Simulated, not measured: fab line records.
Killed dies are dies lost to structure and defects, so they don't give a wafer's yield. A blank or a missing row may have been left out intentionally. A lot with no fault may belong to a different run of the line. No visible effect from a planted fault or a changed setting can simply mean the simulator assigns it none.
Chamber matching ; flow n5-finfet ; N5_BEOL_M11_VIA_ETCH_34 on rie-diel-02 has 4 sister chambers
The step etches SiCOH lowk in C4F6/O2, target depth 184.5 nm, time 69.2 s. 4 wafers are shown with their chamber, then 8 later ones without.

WAFERS WITH THEIR CHAMBER
wafer;chamber;throttle-valve-pct (%)
L084.1;0;20.56
L085.2;1;21.18
L085.6;3;21.18
L086.2;2;21.32

WAFERS WHOSE CHAMBER IS MISSING
wafer;throttle-valve-pct (%)
L086.3;21.17
L086.4;21.18
L088.2;21.20
L088.5;21.17
L088.6;21.33
L095.1;21.21
L095.4;20.61
L095.5;21.21

WHICH CHAMBER EACH WENT THROUGH
wafer;from the rows above;in truth
L086.3;can't be placed: 1 or 3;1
L086.4;can't be placed: 1 or 3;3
L088.2;can't be placed: 1 or 3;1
L088.5;can't be placed: 1 or 3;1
L088.6;2;2
L095.1;can't be placed: 1 or 3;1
L095.4;0;0
L095.5;can't be placed: 1 or 3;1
2 of 8 placed correctly. Unplaceable from these rows: 6, with the true chamber sitting among the candidates in 6. Wrongly placed: 0.
How it was worked out, from the rows above alone: a wafer's distance from a chamber is the root of the sum, over the readings, of the square of ((its reading less the chamber's mean) divided by the reading's scatter). The wafer belongs to the nearest chamber; if the next one is less than 2 further off, it can't be placed. The mean given for a chamber averages the wafers shown for that chamber. The scatter (one wafer shown for each chamber): square how far every hidden wafer sits from the nearest shown wafer, average those squares and take the square root.
